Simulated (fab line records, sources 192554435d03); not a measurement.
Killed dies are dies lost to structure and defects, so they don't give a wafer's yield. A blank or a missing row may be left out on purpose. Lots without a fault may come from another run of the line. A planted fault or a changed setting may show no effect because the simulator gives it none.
Chamber matching | flow n5_finfet | N5_BEOL_M0_SAQP_PECVD_96 on pecvd-02: 3 sister chambers
The step deposits a-Si from SiH4/He, target thk 45 nm, time 45.2 s. 3 wafers are shown with their chamber, then 7 later ones without.

WAFERS WITH THEIR CHAMBER
wafer  | chamber | showerhead_plenum_p_Torr (Torr)
L085.5 | 1       | 5.68
L086.1 | 2       | 5.60
L086.4 | 0       | 5.72

WAFERS WITHOUT THEIR CHAMBER
wafer  | showerhead_plenum_p_Torr (Torr)
L086.6 | 5.66
L087.1 | 5.68
L087.4 | 5.69
L087.5 | 5.59
L091.1 | 5.64
L091.3 | 5.59
L091.5 | 5.60

WHICH CHAMBER EACH WENT THROUGH
wafer  | from the rows above     | in truth
L086.6 | 1                       | 1
L087.1 | 1                       | 1
L087.4 | can't be placed: 1 or 0 | 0
L087.5 | 2                       | 2
L091.1 | can't be placed: 1 or 2 | 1
L091.3 | 2                       | 2
L091.5 | 2                       | 2
Placed correctly: 5 of 7. Can't be placed from these rows: 2 (the true chamber is among the candidates in 2). Placed wrongly: 0.
How it was worked out, from the rows above alone: a wafer's distance from a chamber is the root of the sum, over the readings, of the square of ((its reading less the chamber's mean) divided by the reading's scatter). The wafer belongs to the nearest chamber; if the next one is less than 2 further off, it can't be placed. A chamber's mean is the mean of its shown wafers. The scatter: with one shown wafer a chamber, the root of the mean of the squares of how far each hidden wafer lies from its nearest shown one.
